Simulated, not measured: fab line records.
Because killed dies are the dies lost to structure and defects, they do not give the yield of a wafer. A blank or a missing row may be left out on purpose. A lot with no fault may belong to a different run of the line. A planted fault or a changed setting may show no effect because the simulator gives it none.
Shared-tool check || flow nandHarc || 1 lot, 3 wafers sampled

REASON IT WAS OPENED
At NHARC_END_SORT_01 the reading killedAtPeriphery is flagged on 1 of 1 lot. Wafers without a fault read 3.7, standard deviation 2.6.
Rule: a lot is flagged when every wafer of it that has a number lies more than 4 standard deviations from that mean, or none has a number. The other lots count as sound.

{"lot": "L843", "measured": "day 26 01:07", "on": "prober-02", "killedAtPeriphery, wafer by wafer": "629 629 637", "flag": "FLAGGED"}
Flagged lots average 631.7: +628.0 relative to the usual, that is +99 or more standard deviations.

WHICH TOOL EACH LOT WENT THROUGH
4 process steps preceding the reading are held in the record, out of 1302 steps in the route. In each cell: the tool, then ch and the chambers that the sampled wafers went through, then the start.
{"lot": "L843", "flag": "FLAGGED", "NHARC_P_STI_CMP_21": "cmp-02 ch 2,3, day 4 20:16", "NHARC_P_GATE_ETCH_114": "rieDiel-09 ch 0,1,3, day 6 13:56 or earlier", "NHARC_P_GATE_EXPOSE_43": "krfScanner-01 ch 0, day 6 13:56", "NHARC_P_GATE_DESCUM_93": "rieDiel-09 ch 0,1,3, day 6 17:32"}
What is done by these steps:
- NHARC_P_STI_CMP_21: polishes, t overpolish 20 s, target thk 380.67 nm.
- NHARC_P_GATE_ETCH_114: etches the open film in CF4/O2, target depth 30 nm, overetch 3 nm, time 16.5 s.
- NHARC_P_GATE_EXPOSE_43: exposes mask P NSD, target cd 720 nm.
- NHARC_P_GATE_DESCUM_93: chemistry O2, time 3 s.
- NHARC_END_SORT_01

FLAGGED AGAINST TOTAL, ONE TOOL AT A TIME (gauges that did the reading follow at the end)
{"step": "NHARC_P_STI_CMP_21", "tool": "cmp-02", "lots run": 1, "flagged": 1, "share of the flagged lots": "all", "sound lots run after its first flagged lot": 0}
{"step": "NHARC_P_GATE_ETCH_114", "tool": "rieDiel-09", "lots run": 1, "flagged": 1, "share of the flagged lots": "all", "sound lots run after its first flagged lot": 0}
{"step": "NHARC_P_GATE_EXPOSE_43", "tool": "krfScanner-01", "lots run": 1, "flagged": 1, "share of the flagged lots": "all", "sound lots run after its first flagged lot": 0}
{"step": "NHARC_P_GATE_DESCUM_93", "tool": "rieDiel-09", "lots run": 1, "flagged": 1, "share of the flagged lots": "all", "sound lots run after its first flagged lot": 0}
{"step": "NHARC_END_SORT_01", "tool": "prober-02", "lots run": 1, "flagged": 1, "share of the flagged lots": "all", "sound lots run after its first flagged lot": 0}
NHARC_P_GATE_ETCH_114: start missing for some lots; hours and lot order therefore follow NHARC_P_GATE_EXPOSE_43.

WHAT THE TABLE PERMITS
5 rows of the table ran every flagged lot: cmp-02 at NHARC_P_STI_CMP_21, rieDiel-09 at NHARC_P_GATE_ETCH_114, krfScanner-01 at NHARC_P_GATE_EXPOSE_43, rieDiel-09 at NHARC_P_GATE_DESCUM_93, prober-02 at NHARC_END_SORT_01.
- cmp-02 at NHARC_P_STI_CMP_21: 1 of its 1 lot flagged. The start can't be narrowed down: in this sample, it ran no sound lot prior to its first flagged lot.
- rieDiel-09 at NHARC_P_GATE_ETCH_114: 1 of its 1 lot flagged. The start can't be narrowed down: in this sample, it ran no sound lot prior to its first flagged lot.
- krfScanner-01 at NHARC_P_GATE_EXPOSE_43: 1 of its 1 lot flagged. The start can't be narrowed down: in this sample, it ran no sound lot prior to its first flagged lot.
- rieDiel-09 at NHARC_P_GATE_DESCUM_93: 1 of its 1 lot flagged. The start can't be narrowed down: in this sample, it ran no sound lot prior to its first flagged lot.
- prober-02 at NHARC_END_SORT_01: 1 of its 1 lot flagged. The start can't be narrowed down: in this sample, it ran no sound lot prior to its first flagged lot.
A lot count leaves these 4 tools indistinguishable: every one of them fits a fault beginning at some hour. More lots, or a look at what each step does to the wafer, might.

WHAT HAD BEEN PUT IN BY THE SIMULATOR
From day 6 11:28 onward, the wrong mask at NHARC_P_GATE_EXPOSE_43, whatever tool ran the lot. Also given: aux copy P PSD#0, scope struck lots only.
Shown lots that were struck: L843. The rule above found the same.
